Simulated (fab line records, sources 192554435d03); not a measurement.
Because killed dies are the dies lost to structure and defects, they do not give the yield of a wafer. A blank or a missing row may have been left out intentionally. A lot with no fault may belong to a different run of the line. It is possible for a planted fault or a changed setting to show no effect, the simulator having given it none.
fab line records + flow n5-finfet + part 1 of 2: steps 1 to 6 of 7
[record]
- lots = 10
- wafers = 30
- last-day = 18
route steps=1938 shown BEOL_M4@1111 BEOL_M9@1464 BEOL_M10@1470 PASSIVATION@1936
lots that met no fault: from a run of the same line without faults
start-h: hours from the record's first day to the start of the lot's first wafer shown + wait-h: how many hours have passed since the lot's step before this one + " repeats the value in the row above + L1.1+2: a single row standing in for several wafers + - no value present, or no start provided + * or withheld: withheld + < > ~ a bound
route shown NAME@n: names a module that has steps shown in the file, with the first one's number in the route + usual: mean/standard deviation of fault-free wafers + same: alike in all rows + chamber/n: place in a boat + sites: the reading at each site + _std_site: their standard deviation + _edge_site: inner sites' mean taken away from outer sites' mean + radius-mm: for every site, how far away it sits from the centre of the wafer + mask NAME#n: copy n + behind: the tool/chamber that last shaped the wafer + hold: reason for holding the lot/hours on hold/outcome of the hold + device: the n, p or np transistor that did not switch + end of line: the tests these same wafers got at the end of their route + where a step has no rows: the recipe by itself + killed: not the wafer's yield, but the dies lost to structure and defects at the first sort + map: per-die view of a wafer (x killed, . not killed, _ where there is no die)
set.NAME: the run value of the setting; set.NAME@STEP: its run value at that earlier step + model.NAME: the simulator's own value behind a step, which no gauge read
one table for each step of the route and one row for each wafer, over a sample of lots
services: from which hour (start-h, from the record's first day; less than 0 if before it) a tool's chamber was out of use, for how many hours, and why
[[steps]]
[step N5_BEOL_M4_RC_MEAS_101]
[usual]
- DIBL_N = 35.6/1.7
- DIBL_P = 35.0/2
- IOFF_N = 0.148/0.027
- IOFF_P = 0.19/0.032
- ION_N = 671/14
- ION_P = 460/9.1
- SS_N = 71.3/0.62
- SS_P = 73.0/0.64
- VT_N = 251/3.2
- VT_P = -251.5/2.9
| lot.wafer | tool      | chamber | start-h | wait-h | DIBL_N[mV/V] | DIBL_P[mV/V] | IOFF_N[nA/um] | IOFF_P[nA/um] | ION_N[uA/um] | ION_P[uA/um] | SS_N[mV/dec] | SS_P[mV/dec] | VT_N[mV] | VT_P[mV] |
|-----------|-----------|---------|---------|--------|--------------|--------------|---------------|---------------|--------------|--------------|--------------|--------------|----------|----------|
| L465.3    | prober-02 | 0       | 200.09  | 0.3    | 36.1         | 37.1         | 0.174         | 0.20          | 701          | 470          | 71.1         | 73.9         | 248      | -252.5   |
| L465.4    | "         | 0       | "       | "      | 35.4         | 37.2         | 0.150         | 0.19          | 673          | 460          | 70.9         | 73.9         | 252      | -249.9   |
| L465.5    | "         | 0       | "       | "      | 35.2         | 35.8         | 0.148         | 0.17          | 678          | 464          | 71.2         | 73.1         | 251      | -251.1   |
| L466.3    | prober-02 | 0       | 204.58  | 0.3    | 34.3         | 32.1         | 0.130         | 0.17          | 663          | 456          | 71.3         | 73.1         | 250      | -252.0   |
| L466.4    | "         | 0       | "       | "      | 35.7         | 34.3         | 0.156         | 0.20          | 696          | 474          | 71.2         | 72.7         | 248      | -251.6   |
| L466.6    | "         | 0       | "       | "      | 33.8         | 31.4         | 0.123         | 0.16          | 671          | 462          | 71.0         | 72.7         | 254      | -250.1   |
| L467.1    | prober-01 | 0       | 205.35  | 0.0    | 33.6         | 31.9         | 0.105         | 0.15          | 636          | 438          | 70.7         | 72.2         | 258      | -257.1   |
| L467.2    | "         | 0       | "       | "      | 34.8         | 34.4         | 0.125         | 0.18          | 660          | 452          | 70.5         | 73.2         | 251      | -251.7   |
| L467.5    | "         | 0       | "       | "      | 35.2         | 33.7         | 0.122         | 0.17          | 650          | 452          | 70.6         | 72.0         | 254      | -253.8   |
| L469.1    | prober-01 | 0       | 244.91  | 0.0    | 33.9         | 34.3         | 0.132         | 0.17          | 655          | 446          | 70.6         | 72.2         | 255      | -254.2   |
| L469.4    | "         | 0       | "       | "      | 31.4         | 32.1         | 0.109         | 0.15          | 667          | 453          | 70.2         | 71.5         | 253      | -253.2   |
| L469.5    | "         | 0       | "       | "      | 32.5         | 33.4         | 0.121         | 0.16          | 668          | 458          | 70.2         | 72.0         | 252      | -253.3   |
| L478.3    | prober-01 | 0       | 275.81  | 0.3    | 34.1         | 32.5         | 0.126         | 0.17          | 673          | 468          | 70.2         | 72.2         | 252      | -252.6   |
| L478.4    | "         | 0       | "       | "      | 36.7         | 35.3         | 0.179         | 0.22          | 701          | 476          | 70.7         | 73.4         | 244      | -248.5   |
| L478.5    | "         | 0       | "       | "      | 35.3         | 33.7         | 0.135         | 0.19          | 669          | 463          | 70.7         | 72.8         | 251      | -252.8   |
| L481.1    | prober-02 | 0       | 281.83  | 0.0    | 35.9         | 36.6         | 0.155         | 0.21          | 679          | 463          | 71.0         | 73.1         | 251      | -250.7   |
| L481.2    | "         | 0       | "       | "      | 38.4         | 38.6         | 0.197         | 0.24          | 670          | 449          | 71.7         | 73.7         | 247      | -249.5   |
| L481.6    | "         | 0       | "       | "      | 35.4         | 34.7         | 0.136         | 0.18          | 680          | 463          | 70.7         | 72.6         | 254      | -251.3   |
| L483.2    | prober-01 | 0       | 296.66  | 0.2    | 34.2         | 33.0         | 0.118         | 0.15          | 657          | 449          | 70.2         | 72.0         | 253      | -255.5   |
| L483.4    | "         | 0       | "       | "      | 36.4         | 35.6         | 0.160         | 0.19          | 690          | 466          | 71.7         | 72.1         | 248      | -253.0   |
| L483.6    | "         | 0       | "       | "      | 36.4         | 35.6         | 0.148         | 0.18          | 669          | 454          | 70.8         | 72.8         | 253      | -252.2   |
| L482.1    | prober-02 | 0       | 298.58  | 0.0    | 35.0         | 32.2         | 0.118         | 0.14          | 656          | 448          | 70.8         | 72.2         | 253      | -256.9   |
| L482.4    | "         | 0       | "       | "      | 37.1         | 34.9         | 0.149         | 0.17          | 654          | 444          | 71.8         | 72.8         | 253      | -253.6   |
| L482.5    | "         | 0       | "       | "      | 35.3         | 33.1         | 0.121         | 0.15          | 657          | 449          | 71.0         | 72.8         | 255      | -253.0   |
| L486.4    | prober-02 | 0       | 308.85  | 0.5    | 34.3         | 32.5         | 0.125         | 0.17          | 661          | 453          | 71.1         | 72.1         | 250      | -253.9   |
| L486.5    | "         | 0       | "       | "      | 36.1         | 34.7         | 0.166         | 0.21          | 677          | 458          | 71.4         | 72.9         | 245      | -248.5   |
| L486.6    | "         | 0       | "       | "      | 33.4         | 31.5         | 0.114         | 0.16          | 662          | 460          | 70.9         | 71.8         | 254      | -254.1   |
| L488.2    | prober-02 | 0       | 321.94  | 0.2    | 37.7         | 37.6         | 0.200         | 0.22          | 701          | 468          | 71.8         | 74.1         | 246      | -253.1   |
| L488.3    | "         | 0       | "       | "      | 35.9         | 35.5         | 0.155         | 0.19          | 679          | 458          | 71.2         | 73.3         | 249      | -251.3   |
| L488.6    | "         | 0       | "       | "      | 36.3         | 36.0         | 0.166         | 0.20          | 681          | 456          | 71.3         | 73.6         | 245      | -250.3   |
[step N5_BEOL_M9_CMP_52]
[recipe]
- stop-on = SiCOH_lowk
- t-overpolish-s = 7
- down-force-psi = 1
- platen-rpm = 50
- clearing-platen-down-force-psi = 1.5
- clearing-platen-rpm = 50
- post-cmp-clean = cu-alkaline
- target-thk-nm = 140
- clearing-platen-pad-velocity-m-s = 0.99484
- pad-velocity-m-s = 0.99484
[usual]
- barrier-field-endpoint-s = 28.7/0.68
- motor-current-A = 6.2/0.7
- overpolish-run-s = 7.001/0.0095
- time-to-endpoint-s = 65.4/2.4
| lot.wafer | tool   | chamber | start-h | wait-h | barrier-field-endpoint-s | motor-current-A | overpolish-run-s | time-to-endpoint-s |
|-----------|--------|---------|---------|--------|--------------------------|-----------------|------------------|--------------------|
| L465.3    | cmp-04 | 1       | 252.13  | 0.2    | 28.8                     | 6.1             | 7.008            | 65.2               |
| L465.4    | "      | 2       | "       | "      | 30.8                     | 5.1             | 6.992            | 70.6               |
| L465.5    | "      | 0       | "       | "      | 28.4                     | 5.1             | 6.995            | 62.1               |
| L467.2    | cmp-03 | 2       | 255.91  | 0.2    | 28.6                     | 6.5             | 6.999            | 64.6               |
| L467.1    | "      | 3       | "       | "      | 28.1                     | 5.5             | 6.995            | 65.1               |
| L467.5    | "      | 2       | "       | "      | 28.8                     | 6.1             | 6.995            | 65.5               |
| L466.4    | cmp-03 | 0       | 256.27  | 0.1    | 28.5                     | 6.5             | 6.993            | 65.1               |
| L466.3    | "      | 1       | "       | "      | 27.7                     | 6.9             | 6.998            | 62.8               |
| L466.6    | "      | 0       | "       | "      | 28.1                     | 7.2             | 7.001            | 65.8               |
| L469.1    | cmp-02 | 3       | 293.90  | 0.3    | 29.0                     | 6.4             | 6.995            | 65.3               |
| L469.4    | "      | 0       | "       | "      | 29.4                     | 6.2             | 7.004            | 65.3               |
| L469.5    | "      | 0       | "       | "      | 29.2                     | 6.2             | 7.002            | 65.3               |
| L478.3    | cmp-03 | 3       | 327.85  | 0.2    | 27.8                     | 5.4             | 7.012            | 66.3               |
| L478.4    | "      | 0       | "       | "      | 28.6                     | 7.2             | 6.986            | 67.5               |
| L478.5    | "      | 3       | "       | "      | 28.1                     | 5.2             | 6.998            | 63.3               |
| L481.1    | cmp-04 | 1       | 328.58  | 0.3    | 28.8                     | 6.1             | 7.020            | 65.6               |
| L481.2    | "      | 2       | "       | "      | 28.9                     | 5.2             | 6.997            | 68.7               |
| L481.6    | "      | 1       | "       | "      | 28.2                     | 6.1             | 7.008            | 60.7               |
| L482.1    | cmp-04 | 3       | 341.76  | 0.3    | 30.0                     | 6.9             | 7.014            | 71.5               |
| L482.4    | "      | 2       | "       | "      | 30.3                     | 5.1             | 7.001            | 73.2               |
| L482.5    | "      | 0       | "       | "      | 29.2                     | 5.2             | 7.014            | 67.9               |
| L483.4    | cmp-02 | 2       | 344.83  | 0.1    | 29.5                     | 6.8             | 6.994            | 66.6               |
| L483.2    | "      | 1       | "       | "      | 28.2                     | 5.2             | 7.007            | 62.6               |
| L483.6    | "      | 3       | "       | "      | 29.3                     | 6.3             | 6.997            | 65.0               |
| L486.4    | cmp-03 | 0       | 360.91  | 0.2    | 28.9                     | 7.2             | 7.002            | 65.3               |
| L486.6    | "      | 3       | "       | "      | 29.0                     | 5.2             | 6.982            | 67.5               |
| L486.5    | "      | 0       | "       | "      | 27.9                     | 7.1             | 6.994            | 67.3               |
| L488.2    | cmp-02 | 0       | 374.63  | 0.2    | 28.2                     | 6.0             | 7.007            | 65.1               |
| L488.3    | "      | 1       | "       | "      | 28.6                     | 5.7             | 6.997            | 66.3               |
| L488.6    | "      | 3       | "       | "      | 29.5                     | 6.1             | 7.013            | 66.2               |
[step N5_BEOL_M9_DEP_56]
[recipe]
- material = SiCN
- target-thk-a = 150
- temp-c = withheld
- precursor = 3MS/NH3
- pressure-torr = 3
- rf-w = 202
- time-s = 26.5
[usual]
- chamber-pressure-Torr = 3.000/0.0054
- rf-fwd-power-W = 200.1/0.78
- showerhead-plenum-p-Torr = 3.659/0.014
- throttle-valve-pct = 9.0/0.35
| lot.wafer | tool     | chamber | start-h | wait-h | chamber-pressure-Torr | rf-fwd-power-W | showerhead-plenum-p-Torr | throttle-valve-pct |
|-----------|----------|---------|---------|--------|-----------------------|----------------|--------------------------|--------------------|
| L465.3    | pecvd-01 | 1       | 252.45  | 0.0    | 3.003                 | 200.7          | 3.653                    | 9.4                |
| L465.4    | "        | 1       | "       | "      | 3.008                 | 201.9          | 3.662                    | 9.3                |
| L465.5    | "        | 2       | "       | "      | 3.000                 | 199.5          | 3.639                    | 8.5                |
| L467.1    | pecvd-02 | 1       | 256.23  | 0.0    | 3.005                 | 200.9          | 3.663                    | 9.4                |
| L467.2    | "        | 2       | "       | "      | 3.003                 | 202.6          | 3.678                    | 9.0                |
| L467.5    | "        | 2       | "       | "      | 2.996                 | 201.1          | 3.684                    | 9.0                |
| L466.3    | pecvd-01 | 2       | 256.62  | 0.0    | 3.001                 | 198.5          | 3.640                    | 8.5                |
| L466.4    | "        | 0       | "       | "      | 2.997                 | 199.1          | 3.646                    | 9.0                |
| L466.6    | "        | 1       | "       | "      | 3.006                 | 199.6          | 3.662                    | 9.7                |
| L469.1    | pecvd-01 | 2       | 294.26  | 0.0    | 2.988                 | 200.0          | 3.642                    | 8.7                |
| L469.4    | "        | 1       | "       | "      | 3.010                 | 199.8          | 3.654                    | 9.5                |
| L469.5    | "        | 2       | "       | "      | 3.002                 | 199.9          | 3.645                    | 8.4                |
| L478.3    | pecvd-03 | 2       | 328.17  | 0.0    | 3.005                 | 199.7          | 3.674                    | 8.8                |
| L478.4    | "        | 0       | "       | "      | 3.000                 | 199.1          | 3.651                    | 8.6                |
| L478.5    | "        | 1       | "       | "      | 2.996                 | 200.1          | 3.663                    | 9.5                |
| L481.1    | pecvd-03 | 2       | 328.94  | 0.0    | 2.999                 | 200.4          | 3.673                    | 8.7                |
| L481.2    | "        | 0       | "       | "      | 3.011                 | 199.5          | 3.654                    | 8.8                |
| L481.6    | "        | 1       | "       | "      | 2.996                 | 200.7          | 3.668                    | 9.4                |
| L482.1    | pecvd-03 | 2       | 342.11  | 0.0    | 3.008                 | 200.5          | 3.683                    | 8.8                |
| L482.4    | "        | 1       | "       | "      | 2.997                 | 200.7          | 3.666                    | 9.6                |
| L482.5    | "        | 2       | "       | "      | 3.015                 | 200.7          | 3.679                    | 8.7                |
| L483.2    | pecvd-01 | 0       | 345.18  | 0.0    | 2.996                 | 200.1          | 3.626                    | 8.9                |
| L483.4    | "        | 2       | "       | "      | 2.996                 | 198.1          | 3.650                    | 8.5                |
| L483.6    | "        | 1       | "       | "      | 3.001                 | 200.5          | 3.651                    | 9.4                |
| L486.4    | pecvd-01 | 2       | 361.25  | 0.0    | 3.001                 | 198.8          | 3.653                    | 8.8                |
| L486.5    | "        | 0       | "       | "      | 2.990                 | 199.9          | 3.632                    | 9.1                |
| L486.6    | "        | 1       | "       | "      | 2.998                 | 200.1          | 3.650                    | 9.6                |
| L488.2    | pecvd-03 | 0       | 374.95  | 0.0    | 3.003                 | 200.7          | 3.658                    | 9.0                |
| L488.3    | "        | 1       | "       | "      | 2.997                 | 199.6          | 3.664                    | 9.5                |
| L488.6    | "        | 2       | "       | "      | 2.995                 | 200.3          | 3.675                    | 8.7                |
[step N5_BEOL_M10_ILD_DEP_00]
[recipe]
- material = SiCOH_lowk
- target-thk-a = 3085.1
- temp-c = 300
- precursor = DEMS/porogen
- pressure-torr = 5
- rf-w = 500
- time-s = 58
[usual]
- chamber-pressure-Torr = 4.999/0.011
- heater-power-outer-w = 140/45
- heater-power-w = 311/57
- showerhead-plenum-p-Torr = 5.742/0.015
- throttle-valve-pct = 13.8/0.38
| lot.wafer | tool     | chamber | start-h | wait-h | chamber-pressure-Torr | heater-power-outer-w | heater-power-w | showerhead-plenum-p-Torr | throttle-valve-pct |
|-----------|----------|---------|---------|--------|-----------------------|----------------------|----------------|--------------------------|--------------------|
| L465.3    | pecvd-02 | 2       | 252.59  | 0.0    | 4.995                 | 122                  | 294            | 5.753                    | 13.4               |
| L465.4    | "        | 0       | "       | "      | 4.979                 | 102                  | 273            | 5.743                    | 13.5               |
| L465.5    | "        | 2       | "       | "      | 5.004                 | 127                  | 302            | 5.748                    | 13.6               |
| L467.1    | pecvd-04 | 0       | 256.37  | 0.0    | 5.001                 | 254                  | 446            | 5.757                    | 14.1               |
| L467.2    | "        | 2       | "       | "      | 4.993                 | 174                  | 319            | 5.755                    | 13.5               |
| L467.5    | "        | 2       | "       | "      | 5.000                 | 172                  | 327            | 5.731                    | 13.2               |
| L466.3    | pecvd-03 | 2       | 256.76  | 0.0    | 5.006                 | 92                   | 248            | 5.748                    | 13.3               |
| L466.4    | "        | 2       | "       | "      | 5.008                 | 96                   | 259            | 5.758                    | 13.1               |
| L466.6    | "        | 0       | "       | "      | 5.006                 | 167                  | 297            | 5.722                    | 13.5               |
| L469.1    | pecvd-02 | 0       | 294.39  | 0.0    | 5.008                 | 83                   | 248            | 5.754                    | 13.7               |
| L469.4    | "        | 2       | "       | "      | 4.989                 | 96                   | 262            | 5.747                    | 13.6               |
| L469.5    | "        | 0       | "       | "      | 5.013                 | 89                   | 261            | 5.749                    | 13.6               |
| L478.3    | pecvd-04 | 0       | 328.31  | 0.0    | -                     | -                    | -              | -                        | -                  |
| L478.4    | "        | 1       | "       | "      | -                     | -                    | -              | -                        | -                  |
| L478.5    | "        | 0       | "       | "      | -                     | -                    | -              | -                        | -                  |
| L481.1    | pecvd-04 | 0       | 329.08  | 0.0    | -                     | -                    | -              | -                        | -                  |
| L481.2    | "        | 1       | "       | "      | -                     | -                    | -              | -                        | -                  |
| L481.6    | "        | 1       | "       | "      | -                     | -                    | -              | -                        | -                  |
| L482.1    | pecvd-02 | 2       | 342.25  | 0.0    | -                     | -                    | -              | -                        | -                  |
| L482.4    | "        | 0       | "       | "      | -                     | -                    | -              | -                        | -                  |
| L482.5    | "        | 1       | "       | "      | -                     | -                    | -              | -                        | -                  |
| L483.2    | pecvd-04 | 1       | 345.32  | 0.0    | 4.995                 | 188                  | 359            | 5.727                    | 13.4               |
| L483.4    | "        | 1       | "       | "      | 5.007                 | 191                  | 371            | 5.715                    | 13.4               |
| L483.6    | "        | 2       | "       | "      | 4.998                 | 161                  | 308            | 5.744                    | 13.8               |
| L486.4    | pecvd-02 | 1       | 361.39  | 0.1    | 5.001                 | 166                  | 359            | 5.718                    | 14.0               |
| L486.5    | "        | 0       | "       | "      | 5.021                 | 70                   | 231            | 5.751                    | 13.8               |
| L486.6    | "        | 2       | "       | "      | 4.964                 | 97                   | 261            | 5.759                    | 13.6               |
| L488.2    | pecvd-02 | 1       | 375.08  | 0.0    | 5.014                 | 136                  | 330            | 5.745                    | 14.4               |
| L488.3    | "        | 2       | "       | "      | 5.011                 | 120                  | 282            | 5.760                    | 13.7               |
| L488.6    | "        | 2       | "       | "      | 5.022                 | 124                  | 298            | 5.751                    | 13.8               |
[step N5_BEOL_M10_HM_DEP_02]
[recipe]
- material = TiN
- target-thk-a = 200
- temp-c = 25
- chamber-pressure-pa = 0.49996
[usual]
- chamber-pressure-pa = 0.4999/0.001
- substrate-temp-c = 24.99/0.11
- throttle-valve-pct = 30.1/1.5
| lot.wafer | tool           | chamber | start-h | wait-h | chamber-pressure-pa | substrate-temp-c | throttle-valve-pct |
|-----------|----------------|---------|---------|--------|---------------------|------------------|--------------------|
| L465.3    | pvd-sputter-03 | -       | 253.50  | 0.3    | 0.4987              | 25.28            | 30.2               |
| L465.4    | "              | -       | "       | "      | 0.4996              | 24.98            | 33.4               |
| L465.5    | "              | -       | "       | "      | 0.5014              | 24.85            | 27.5               |
| L467.1    | pvd-sputter-03 | -       | 258.65  | 1.6    | 0.5009              | 24.97            | 29.5               |
| L467.2    | "              | -       | "       | "      | 0.5007              | 24.71            | 30.1               |
| L467.5    | "              | -       | "       | "      | 0.4995              | 25.25            | 33.6               |
| L466.3    | pvd-sputter-03 | -       | 258.75  | 1.3    | 0.5006              | 25.03            | 29.2               |
| L466.4    | "              | -       | "       | "      | 0.4992              | 24.96            | 30.1               |
| L466.6    | "              | -       | "       | "      | 0.5000              | 24.72            | 30.0               |
| L469.1    | pvd-sputter-01 | -       | 295.75  | 0.7    | 0.5004              | 24.82            | 29.5               |
| L469.4    | "              | -       | "       | "      | 0.5001              | 24.70            | 30.8               |
| L469.5    | "              | -       | "       | "      | 0.5011              | 24.82            | 29.4               |
| L478.3    | pvd-sputter-03 | -       | 330.86  | 1.6    | 0.4997              | 25.17            | 27.6               |
| L478.4    | "              | -       | "       | "      | 0.5002              | 24.95            | 30.1               |
| L478.5    | "              | -       | "       | "      | 0.4997              | 25.13            | 27.3               |
| L481.1    | pvd-sputter-01 | -       | 331.65  | 1.7    | 0.4989              | 24.85            | 29.7               |
| L481.2    | "              | -       | "       | "      | 0.4986              | 25.00            | 30.7               |
| L481.6    | "              | -       | "       | "      | 0.4990              | 24.88            | 29.6               |
| L482.1    | pvd-sputter-02 | -       | 343.11  | 0.2    | 0.5010              | 25.02            | 29.6               |
| L482.4    | "              | -       | "       | "      | 0.4997              | 25.10            | 30.1               |
| L482.5    | "              | -       | "       | "      | 0.5000              | 24.77            | 31.1               |
| L483.2    | pvd-sputter-01 | -       | 347.56  | 1.6    | 0.5009              | 24.78            | 29.0               |
| L483.4    | "              | -       | "       | "      | 0.4991              | 24.99            | 29.8               |
| L483.6    | "              | -       | "       | "      | 0.4988              | 24.95            | 31.2               |
| L486.4    | pvd-sputter-03 | -       | 362.97  | 0.9    | 0.5001              | 25.04            | 29.7               |
| L486.5    | "              | -       | "       | "      | 0.4995              | 24.89            | 29.6               |
| L486.6    | "              | -       | "       | "      | 0.5012              | 24.96            | 27.1               |
| L488.2    | pvd-sputter-03 | -       | 378.28  | 2.6    | 0.4981              | 25.01            | 27.4               |
| L488.3    | "              | -       | "       | "      | 0.5014              | 25.04            | 30.1               |
| L488.6    | "              | -       | "       | "      | 0.5004              | 24.96            | 29.5               |
[step N5_BEOL_M10_OCD_MEAS_38]
[usual]
- trench-depth-nm = 149.5/2.5
| lot.wafer | tool   | chamber | start-h | wait-h | trench-depth-nm |
|-----------|--------|---------|---------|--------|-----------------|
| L465.3    | ocd-01 | -       | 258.44  | -      | 149.5           |
| L465.4    | "      | -       | "       | "      | 152.8           |
| L465.5    | "      | -       | "       | "      | 149.2           |
| L467.1    | ocd-02 | -       | 260.85  | -      | 149.8           |
| L467.2    | "      | -       | "       | "      | 146.2           |
| L467.5    | "      | -       | "       | "      | 150.6           |
| L466.3    | ocd-02 | -       | 260.92  | -      | 151.0           |
| L466.4    | "      | -       | "       | "      | 154.2           |
| L466.6    | "      | -       | "       | "      | 149.5           |
| L469.1    | ocd-02 | -       | 299.30  | -      | 150.4           |
| L469.4    | "      | -       | "       | "      | 153.7           |
| L469.5    | "      | -       | "       | "      | 149.5           |
| L478.3    | ocd-01 | -       | 332.90  | -      | -               |
| L478.4    | "      | -       | "       | "      | -               |
| L478.5    | "      | -       | "       | "      | -               |
| L481.1    | ocd-02 | -       | 335.88  | -      | -               |
| L481.2    | "      | -       | "       | "      | -               |
| L481.6    | "      | -       | "       | "      | -               |
| L482.1    | ocd-01 | -       | 347.97  | -      | -               |
| L482.4    | "      | -       | "       | "      | -               |
| L482.5    | "      | -       | "       | "      | -               |
| L483.2    | ocd-01 | -       | 350.18  | -      | 145.4           |
| L483.4    | "      | -       | "       | "      | 149.0           |
| L483.6    | "      | -       | "       | "      | 144.4           |
| L486.4    | ocd-01 | -       | 366.09  | -      | 148.2           |
| L486.5    | "      | -       | "       | "      | 147.9           |
| L486.6    | "      | -       | "       | "      | 151.0           |
| L488.2    | ocd-01 | -       | 382.17  | -      | 144.5           |
| L488.3    | "      | -       | "       | "      | 144.0           |
| L488.6    | "      | -       | "       | "      | 146.4           |
[[key]]
[first-sign]
- step = N5_BEOL_M10_ILD_DEP_00
- reading = tool-record
- direction = missing
[effect]
- step = N5_BEOL_M10_OCD_MEAS_38
- reading = trench-depth-nm
- direction = missing
[effect]
- step = N5_PASSIVATION_PROBE_49
- reading = killed_at_M4_up
- direction = up
- sigmas = 99+
- usual = 14
- struck = 1161
met-at N5_BEOL_M10_ILD_DEP_00
struck-lots L478,L481,L482
later-rows-left-out L478.3,L478.4,L478.5,L481.1,L481.2,L481.6,L482.1,L482.4,L482.5
not-acting-at N5_BEOL_M9_CMP_52,N5_BEOL_M9_DEP_56,N5_BEOL_M10_HM_DEP_02
onset-between 294.39 328.31
[fault]
- kind = skipped-step-whole
- tool = pecvd-02,pecvd-04
- chamber = -
- onset-h = 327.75
- steps = N5_BEOL_M10_ILD_DEP_00
- scope = struck-lots-only
// later-rows-left-out: the simulator's readings of these wafers behind a module that went badly wrong aren't trusted and aren't shown, but for the sort
